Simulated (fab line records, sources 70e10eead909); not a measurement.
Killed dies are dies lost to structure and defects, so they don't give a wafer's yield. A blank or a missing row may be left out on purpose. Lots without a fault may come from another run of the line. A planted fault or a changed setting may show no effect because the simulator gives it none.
Chamber matching | flow nand_harc | NHARC_P_CONTACT_ETCH_35 on rie_diel-04: 4 sister chambers
The step etches the open film in CF4, target depth 39 nm, time 65 s. 24 wafers are shown with their chamber, then 12 later ones without.

WAFERS WITH THEIR CHAMBER
wafer  | chamber | showerhead_plenum_p_Torr (Torr) | rf_vpp_V (V) | oes_product_au (a.u.)
L074.2 | 1       | 1.69                            | 151.1        | 1.010
L074.5 | 1       | 1.69                            | 150.8        | 1.003
L074.6 | 2       | 1.81                            | 151.1        | 0.983
L077.1 | 3       | 1.67                            | 151.6        | 1.001
L077.3 | 0       | 1.79                            | 152.0        | 0.982
L077.6 | 2       | 1.81                            | 153.4        | 0.993
L079.1 | 3       | 1.67                            | 149.5        | 1.010
L079.3 | 0       | 1.79                            | 152.6        | 0.996
L079.5 | 2       | 1.81                            | 152.6        | 1.005
L080.3 | 2       | 1.81                            | 152.3        | 1.004
L080.4 | 3       | 1.67                            | 148.8        | 1.025
L080.5 | 2       | 1.81                            | 152.8        | 1.004
L082.2 | 1       | 1.68                            | 151.1        | 0.990
L082.5 | 1       | 1.68                            | 150.3        | 0.997
L082.6 | 2       | 1.81                            | 151.5        | 0.999
L083.2 | 2       | 1.81                            | 150.7        | 0.991
L083.3 | 3       | 1.67                            | 151.0        | 1.016
L083.5 | 1       | 1.68                            | 149.4        | 0.986
L085.2 | 0       | 1.79                            | 153.3        | 0.996
L085.3 | 3       | 1.67                            | 149.3        | 1.007
L085.5 | 0       | 1.79                            | 152.2        | 0.997
L087.1 | 1       | 1.68                            | 151.3        | 0.996
L087.2 | 3       | 1.67                            | 149.7        | 1.010
L087.3 | 2       | 1.81                            | 152.8        | 1.010

SIGNATURES (means of the wafers above)
reading                  | chamber 0 | chamber 1 | chamber 2 | chamber 3 | scatter within a chamber
showerhead_plenum_p_Torr | 1.7900    | 1.6833    | 1.8100    | 1.6700    | 0.00258
rf_vpp_V                 | 152.525   | 150.667   | 152.150   | 149.983   | 0.883
oes_product_au           | 0.99275   | 0.99700   | 0.99862   | 1.01150   | 0.00846
Rule: a wafer's distance from a chamber is the root of the sum, over the readings, of the square of ((its reading less the chamber's mean) divided by the reading's scatter). The wafer belongs to the nearest chamber; if the next one is less than 2 further off, it can't be placed. The scatter: the root of (the sum of the squares of (reading less its chamber's mean) over the shown wafers, divided by (wafers less chambers)).

WAFERS WITHOUT THEIR CHAMBER
wafer  | showerhead_plenum_p_Torr (Torr) | rf_vpp_V (V) | oes_product_au (a.u.)
L092.1 | 1.81                            | 154.2        | 0.999
L092.2 | 1.79                            | 151.8        | 0.991
L092.5 | 1.68                            | 150.2        | 1.004
L095.3 | 1.81                            | 152.1        | 0.999
L095.4 | 1.67                            | 149.8        | 0.992
L095.5 | 1.67                            | 150.2        | 1.000
L097.1 | 1.81                            | 151.3        | 1.016
L097.2 | 1.79                            | 151.9        | 1.011
L097.3 | 1.67                            | 149.7        | 1.012
L097.4 | 1.79                            | 151.0        | 1.004
L097.5 | 1.67                            | 151.0        | 1.006
L097.6 | 1.81                            | 152.1        | 1.005

WHICH CHAMBER EACH WENT THROUGH
wafer  | from the rows above | in truth
L092.1 | 2                   | 2
L092.2 | 0                   | 0
L092.5 | 1                   | 1
L095.3 | 2                   | 2
L095.4 | 3                   | 3
L095.5 | 3                   | 3
L097.1 | 2                   | 2
L097.2 | 0                   | 0
L097.3 | 3                   | 3
L097.4 | 0                   | 0
L097.5 | 3                   | 3
L097.6 | 2                   | 2
Placed correctly: 12 of 12. Can't be placed from these rows: 0. Placed wrongly: 0.
